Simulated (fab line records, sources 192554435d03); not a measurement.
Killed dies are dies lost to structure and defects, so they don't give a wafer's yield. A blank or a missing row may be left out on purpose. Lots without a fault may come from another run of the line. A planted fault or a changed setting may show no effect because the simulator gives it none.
Chamber matching | flow n5_finfet | N5_PMOS_HMC_CHANNEL_EPI_STRIP_33 on rie_diel-02: 4 sister chambers
The step strips in N2/H2. 14 wafers are shown with their chamber, then 7 later ones without.

WAFERS WITH THEIR CHAMBER
wafer  | chamber | showerhead_plenum_p_Torr (Torr) | throttle_valve_pct (%) | drypump_motor_current_A (A)
L081.2 | 3       | 3.46                            | 19.05                  | 6.3
L081.3 | 0       | 3.38                            | 19.18                  | 5.7
L081.4 | 1       | 3.12                            | 18.32                  | 5.7
L084.2 | 1       | 3.12                            | 18.33                  | 5.8
L084.4 | 2       | 3.30                            | 18.56                  | 5.1
L084.5 | 1       | 3.12                            | 18.35                  | 5.7
L086.2 | 3       | 3.46                            | 19.05                  | 6.3
L086.3 | 1       | 3.12                            | 18.35                  | 5.7
L086.6 | 3       | 3.46                            | 19.06                  | 6.3
L087.1 | 3       | 3.46                            | 19.09                  | 6.3
L087.3 | 0       | 3.38                            | 19.23                  | 5.7
L087.6 | 2       | 3.30                            | 18.59                  | 5.2
L090.1 | 3       | 3.46                            | 19.06                  | 6.3
L090.3 | 1       | 3.11                            | 18.38                  | 5.7

SIGNATURES (means of the wafers above)
reading                  | chamber 0 | chamber 1 | chamber 2 | chamber 3 | scatter within a chamber
showerhead_plenum_p_Torr | 3.3800    | 3.1180    | 3.3000    | 3.4600    | 0.00283
throttle_valve_pct       | 19.2050   | 18.3460   | 18.5750   | 19.0620   | 0.0221
drypump_motor_current_A  | 5.700     | 5.720     | 5.150     | 6.300     | 0.0361
Rule: a wafer's distance from a chamber is the root of the sum, over the readings, of the square of ((its reading less the chamber's mean) divided by the reading's scatter). The wafer belongs to the nearest chamber; if the next one is less than 2 further off, it can't be placed. The scatter: the root of (the sum of the squares of (reading less its chamber's mean) over the shown wafers, divided by (wafers less chambers)).

WAFERS WITHOUT THEIR CHAMBER
wafer  | showerhead_plenum_p_Torr (Torr) | throttle_valve_pct (%) | drypump_motor_current_A (A)
L090.4 | 3.30                            | 18.61                  | 5.2
L091.2 | 3.30                            | 18.59                  | 5.2
L091.5 | 3.30                            | 18.59                  | 5.2
L091.6 | 3.11                            | 18.36                  | 5.7
L093.1 | 3.29                            | 18.61                  | 5.2
L093.3 | 3.45                            | 19.06                  | 6.3
L093.4 | 3.45                            | 19.07                  | 6.3

WHICH CHAMBER EACH WENT THROUGH
wafer  | from the rows above | in truth
L090.4 | 2                   | 2
L091.2 | 2                   | 2
L091.5 | 2                   | 2
L091.6 | 1                   | 1
L093.1 | 2                   | 2
L093.3 | 3                   | 3
L093.4 | 3                   | 3
Placed correctly: 7 of 7. Can't be placed from these rows: 0. Placed wrongly: 0.
